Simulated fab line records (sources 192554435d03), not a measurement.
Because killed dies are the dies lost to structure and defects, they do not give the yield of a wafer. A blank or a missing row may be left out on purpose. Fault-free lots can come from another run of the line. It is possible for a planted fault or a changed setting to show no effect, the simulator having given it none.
Which tool is to blame? | flow n5Finfet | 12 lots, 36 wafers sampled, at 2 steps of a route of 1938

== WHAT THE GAUGES READ, wafer by wafer ==
N5_BEOL_M6_CD_MEAS_35: target cd 40 nm, target cd y 28 nm.
lot  | measured     | on       | cdNm (nm)
L075 | day 11 02:11 | cdSem-02 | 41.2 40.7 40.4
L076 | day 11 05:43 | cdSem-01 | 41.4 40.0 39.8
L079 | day 11 16:49 | cdSem-01 | 40.5 40.3 42.2
L083 | day 12 06:05 | cdSem-03 | 41.3 40.3 41.2
L080 | day 12 15:50 | cdSem-02 | 39.6 39.8 41.5
L085 | day 13 07:41 | cdSem-02 | 40.8 38.4 39.3
L087 | day 14 00:43 | cdSem-02 | 40.4 39.5 40.9
L086 | day 14 07:05 | cdSem-03 | 39.8 41.8 40.2
L093 | day 14 23:20 | cdSem-02 | 40.4 38.8 40.7
L092 | day 15 05:33 | cdSem-02 | 41.4 39.9 40.3
L096 | day 15 22:48 | cdSem-03 | 40.9 39.8 41.1
L097 | day 16 08:42 | cdSem-02 | 38.1 39.8 37.8

== WHICH TOOL RAN EACH LOT (tool, then ch and the chambers of the sampled wafers, then the start) ==
lot  | N5_BEOL_M6_DESCUM_33
L075 | rieDiel-04 ch 0,1,3, day 11 01:36
L076 | rieDiel-01 ch 1,2,3, day 11 05:07
L079 | rieDiel-05 ch 1,2, day 11 16:14
L083 | rieDiel-01 ch 1,2, day 12 05:30
L080 | rieDiel-01 ch 1,3, day 12 15:16
L085 | rieDiel-04 ch 0,1,3, day 13 07:07
L087 | rieDiel-05 ch 2,3, day 14 00:08
L086 | rieDiel-05 ch 0,3, day 14 06:31
L093 | rieDiel-01 ch 1,3, day 14 22:45
L092 | rieDiel-05 ch 0,1, day 15 04:58
L096 | rieDiel-04 ch 2,3, day 15 22:13
L097 | rieDiel-04 ch 0,1, day 16 08:06
- N5_BEOL_M6_DESCUM_33: chemistry O2, time 7 s.

== THE ANSWER, worked out from the rows above alone ==
Rule: usual is defined by the lots themselves. The widest of any qualifying gaps counts: lots, ordered by their means at a reading, are off when they make up no more than a third of the lots, leave a main group of 4 or more, and stand apart from it by 3 or more times the standard deviation of that group's means. A main group is skipped when, at the precision printed for the reading in the tables above, its means are all equal. A lot without any number at a reading at which 4 lots or more have one is off too. Any other lot the step has rows for is counted as sound.
Nothing can be told from this: no lot is off at any reading shown.

== WHAT THE SIMULATOR HAD PUT IN ==
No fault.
